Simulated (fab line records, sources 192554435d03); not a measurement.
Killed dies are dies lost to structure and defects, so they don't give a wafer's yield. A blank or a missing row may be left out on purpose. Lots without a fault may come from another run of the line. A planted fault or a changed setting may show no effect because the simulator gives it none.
fab line records | flow n5_finfet
record lots=11 wafers=32 last_day=17
route steps=1938 shown BEOL_M10@1535 BEOL_M11@1540
lots that met no fault: from a run of the same line without faults
start_h: hours from the record's first day to the start of the lot's first wafer shown | wait_h: hours since the lot's step before | " the same as in the row above | L1.1+2: a row that stands for several wafers | - no value, or no start given | * or withheld: withheld | < > ~ a bound
route shown NAME@n: a module of which the file shows steps, and the number in the route of the first | usual: mean/standard deviation of fault-free wafers | same: alike in all rows | chamber/n: place in a boat | sites: the reading at each site | _std_site: their standard deviation | _edge_site: outer sites' mean less inner sites' | radius_mm: how far each site lies from the wafer's centre | mask NAME#n: copy n | behind: the tool/chamber that last shaped the wafer | hold: why the lot was held/for how many hours/how that ended | device: the transistor (n, p or np) that didn't switch | end of line: the same wafers' tests at the end of the route | a step without rows: its recipe alone | killed: dies lost to structure and defects at the first sort, not the wafer's yield | map: a wafer's dies, x killed, . not, _ none there
set.NAME: the setting as run; set.NAME@STEP: as run at that earlier step | model.NAME: the simulator's own value behind a step, which no gauge read
steps of the route over a sample of lots; a table a step, a row a wafer
services: from which hour (start_h, from the record's first day; less than 0 if before it) a tool's chamber was out of use, for how many hours, and why
## steps
# step N5_BEOL_M10_INSPECT_58
# recipe inspect_instrument=darkfield mode=post_dep
# usual raw_defect_count=72/23
# columns lot.wafer tool chamber start_h wait_h raw_defect_count
L888.2 defect_inspect-01 - 210.99 0.0 43
L888.3 " - " " 82
L888.5 " - " " 93
L890.1 defect_inspect-02 - 227.01 0.0 73
L890.4 " - " " 51
L890.6 " - " " 68
L893.1 defect_inspect-02 - 235.03 0.0 50
L893.2 " - " " 90
L893.5 " - " " 68
L892.1 defect_inspect-02 - 235.65 0.0 62
L892.2 " - " " 92
L892.4 " - " " 47
L895.2 defect_inspect-02 - 254.29 0.0 130
L895.4 " - " " 83
L895.5 " - " " 78
L896.1 defect_inspect-02 - 260.42 0.0 64
L896.3 " - " " 52
L896.6 " - " " 71
L898.2 defect_inspect-01 - 275.58 0.0 60
L898.5 " - " " 83
L898.6 " - " " 31
L897.1 defect_inspect-01 - 278.55 0.0 55
L897.2 " - " " 53
L897.3 " - " " 71
L906.2 defect_inspect-02 - 327.59 0.0 59
L906.5 " - " " 51
L909.1 defect_inspect-01 - 351.33 0.0 109
L909.4 " - " " 96
L909.5 " - " " 43
L911.1 defect_inspect-02 - 358.70 0.0 113
L911.3 " - " " 76
L911.5 " - " " 83
# step N5_BEOL_M11_HM_DEP_02
# recipe material=TiN target_thk_a=200 temp_c=25 chamber_pressure_pa=0.49996
# usual throttle_valve_pct=30.5/0.85
# columns lot.wafer tool chamber start_h wait_h throttle_valve_pct
L888.2 pvd_sputter-02 - 212.35 0.7 30.5
L888.3 " - " " 30.2
L888.5 " - " " 29.7
L890.1 pvd_sputter-01 - 227.78 0.0 31.3
L890.4 " - " " 30.1
L890.6 " - " " 31.8
L893.1 pvd_sputter-03 - 237.64 1.9 29.5
L893.2 " - " " 29.9
L893.5 " - " " 31.5
L892.1 pvd_sputter-02 - 239.20 2.5 29.9
L892.2 " - " " 29.7
L892.4 " - " " 31.5
L895.2 pvd_sputter-03 - 255.50 0.5 29.6
L895.4 " - " " 29.8
L895.5 " - " " 29.5
L896.1 pvd_sputter-01 - 263.11 1.5 32.1
L896.3 " - " " 30.5
L896.6 " - " " 30.2
L898.2 pvd_sputter-03 - 277.42 1.2 29.4
L898.5 " - " " 29.7
L898.6 " - " " 29.8
L897.1 pvd_sputter-01 - 283.29 3.6 31.3
L897.2 " - " " 31.8
L897.3 " - " " 30.3
L906.2 pvd_sputter-03 - 330.06 1.8 31.3
L906.5 " - " " 29.4
L909.1 pvd_sputter-01 - 353.16 1.1 31.1
L909.4 " - " " 30.6
L909.5 " - " " 30.5
L911.1 pvd_sputter-01 - 359.84 0.5 32.0
L911.3 " - " " 30.4
L911.5 " - " " 30.3
# step N5_BEOL_M11_OVL_MEAS_12
# recipe points_per_wafer=44
# usual M11_OVL=0.4/0.79
# columns lot.wafer tool chamber start_h wait_h M11_OVL[nm]
L888.2 overlay-02 0 212.75 0.0 0.2
L888.3 " 0 " " 0.8
L888.5 " 0 " " 1.9
L890.1 overlay-01 0 228.18 0.0 -0.4
L890.4 " 0 " " 0.1
L890.6 " 0 " " 0.7
L893.1 overlay-02 0 238.04 0.0 -0.4
L893.2 " 0 " " 0.0
L893.5 " 0 " " 0.0
L892.1 overlay-02 0 239.73 0.0 0.3
L892.2 " 0 " " 1.3
L892.4 " 0 " " 1.3
L895.2 overlay-01 0 256.03 0.0 0.2
L895.4 " 0 " " -0.4
L895.5 " 0 " " 0.4
L896.1 overlay-01 0 263.52 0.0 0.8
L896.3 " 0 " " -0.5
L896.6 " 0 " " -0.3
L898.2 overlay-01 0 277.82 0.0 0.4
L898.5 " 0 " " 0.0
L898.6 " 0 " " 0.7
L897.1 overlay-02 0 283.81 0.0 -0.4
L897.2 " 0 " " 0.4
L897.3 " 0 " " -0.1
L906.2 overlay-01 0 330.46 0.0 1.2
L906.5 " 0 " " 0.3
L909.1 overlay-01 0 353.56 0.0 1.2
L909.4 " 0 " " 1.2
L909.5 " 0 " " -0.2
L911.1 overlay-02 0 360.37 0.0 0.9
L911.3 " 0 " " 0.5
L911.5 " 0 " " 0.8
# step N5_BEOL_M11_ETCH_61
# recipe chemistry=CF4 target=SiARC target_depth_a=390 mask_material=CAR-ArF time_s=65 ion_energy_ev=80 pressure_mtorr=40 source_w=545 bias_w=36 Ar_flow_sccm=100 cf4_flow_sccm=100 ends=cleared
# usual chamber_pressure_mTorr=40.00/0.036 drypump_motor_current_A=5.8/0.41 etch_rf_on_time_s=65.4/1.2 oes_product_au=0.65/0.068 rf_vpp_V=184.1/1.1 showerhead_plenum_p_Torr=2.13/0.056 throttle_valve_pct=15.69/0.25
# columns lot.wafer tool chamber start_h wait_h chamber_pressure_mTorr drypump_motor_current_A etch_rf_on_time_s oes_product_au rf_hours_counter_h rf_vpp_V showerhead_plenum_p_Torr throttle_valve_pct
L888.2 rie_diel-02 3 212.84 0.0 40.04 5.8 66.6 0.59 233 184.0 2.12 15.55
L888.3 " 2 " " 40.05 6.3 65.6 0.61 180 185.3 2.22 15.77
L888.5 " 1 " " 39.95 6.0 65.7 0.65 - 184.5 2.07 15.90
L890.1 rie_diel-02 0 228.48 0.0 40.01 5.8 65.7 0.61 222 185.3 2.11 15.84
L890.4 " 2 " " 40.02 6.2 64.6 0.61 185 185.6 2.21 15.76
L890.6 " 2 " " 40.07 6.2 64.9 0.61 - 185.8 2.21 15.78
L893.1 rie_diel-05 2 238.13 0.0 40.03 5.3 66.7 0.60 203 185.0 2.20 15.56
L893.2 " 1 " " 40.01 6.3 66.6 0.57 242 185.5 2.21 15.72
L893.5 " 3 " " 40.03 6.1 63.4 0.67 - 183.0 2.08 15.67
L892.1 rie_diel-04 3 240.36 0.0 39.99 5.3 63.3 0.83 9 183.2 2.11 14.99
L892.2 " 2 " " 39.97 6.2 65.0 0.61 179 183.3 2.13 15.91
L892.4 " 1 " " 40.01 5.2 66.9 0.71 56 184.5 2.18 15.59
L895.2 rie_diel-04 0 256.12 0.0 40.04 5.2 66.5 0.60 218 182.3 2.04 15.83
L895.4 " 1 " " 39.96 5.2 66.6 0.71 61 182.4 2.18 15.61
L895.5 " 1 " " 39.97 5.2 66.7 0.72 - 183.5 2.18 15.61
L896.1 rie_diel-02 2 264.28 0.0 39.99 6.3 66.0 0.60 194 185.3 2.21 15.80
L896.3 " 0 " " 40.02 5.7 66.9 0.60 232 184.0 2.11 15.87
L896.6 " 0 " " 40.02 5.8 66.4 0.60 - 183.9 2.11 15.85
L898.2 rie_diel-05 0 279.08 0.0 39.99 6.1 63.8 0.69 97 184.6 2.17 15.82
L898.5 " 3 " " 39.97 6.1 64.4 0.65 - 183.8 2.08 15.71
L898.6 " 0 " " 40.01 6.1 63.8 0.69 - 185.0 2.17 15.81
L897.1 rie_diel-02 2 284.74 0.0 39.99 6.3 65.1 0.60 204 183.8 2.21 15.80
L897.2 " 1 " " 39.95 6.0 65.2 0.63 147 183.5 2.06 15.94
L897.3 " 1 " " 39.95 6.0 65.0 0.64 - 183.1 2.06 15.95
L906.2 rie_diel-05 0 330.56 0.0 39.99 6.1 85.1 0.57 117 185.3 2.16 15.85
L906.5 " 1 " " 40.01 6.4 85.3 0.69 - 185.4 2.20 15.23
L909.1 rie_diel-04 1 353.65 0.0 40.03 5.3 67.8 0.69 85 185.4 2.17 15.67
L909.4 " 2 " " 39.98 6.2 64.8 0.60 207 183.7 2.12 15.95
L909.5 " 3 " " 39.97 5.3 63.9 0.78 - 183.1 2.10 15.04
L911.1 rie_diel-04 3 360.46 0.0 40.03 5.3 63.0 0.77 40 182.9 2.10 15.05
L911.3 " 0 " " 40.06 5.2 66.7 0.58 243 182.1 2.04 15.89
L911.5 " 0 " " 40.02 5.2 66.6 0.58 - 181.4 2.04 15.89
## services
# columns tool chamber start_h hours kind
rie_diel-04 3 189.27 - clean
rie_diel-04 3 189.27 - consumable_replace:focus_ring
rie_diel-04 3 189.27 22.4 scheduled_down
rie_diel-04 3 189.27 22.4 vent_cycle
rie_diel-04 1 229.69 7.4 repair
rie_diel-05 3 265.18 6.2 repair
rie_diel-02 3 267.81 - clean
rie_diel-02 3 267.81 - consumable_replace:focus_ring
rie_diel-02 3 267.81 36.6 scheduled_down
rie_diel-02 3 267.81 36.6 vent_cycle
rie_diel-05 1 271.34 - clean
rie_diel-05 1 271.34 - consumable_replace:focus_ring
rie_diel-05 1 271.34 21.2 scheduled_down
rie_diel-04 - 273.42 14.6 pm
pvd_sputter-03 - 278.15 5.5 repair
rie_diel-02 0 279.54 8.0 repair
rie_diel-02 0 289.38 4.3 repair
pvd_sputter-02 - 294.67 5.9 repair
pvd_sputter-01 - 310.24 2.1 repair
rie_diel-02 0 316.61 4.1 repair
rie_diel-02 2 319.89 2.5 repair
rie_diel-02 3 323.57 29.4 repair
rie_diel-02 1 326.74 3.5 repair
rie_diel-04 0 356.87 1.3 repair
## key
first_sign step=N5_BEOL_M11_ETCH_61 reading=etch_rf_on_time_s direction=up sigmas=17 usual=* struck=*
effect none on later readings
met_at N5_BEOL_M11_ETCH_61
struck_lots L906
struck_wafers L906.2,L906.5
not_acting_at N5_BEOL_M10_INSPECT_58,N5_BEOL_M11_HM_DEP_02,N5_BEOL_M11_OVL_MEAS_12
onset_between 279.08 330.56
fault kind=process_parameter_drift tool=rie_diel-05 chamber=- onset_h=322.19 steps=N5_BEOL_M11_ETCH_61 channel=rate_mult offset=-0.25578 shape=step end_h=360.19 scope=struck_wafers_only
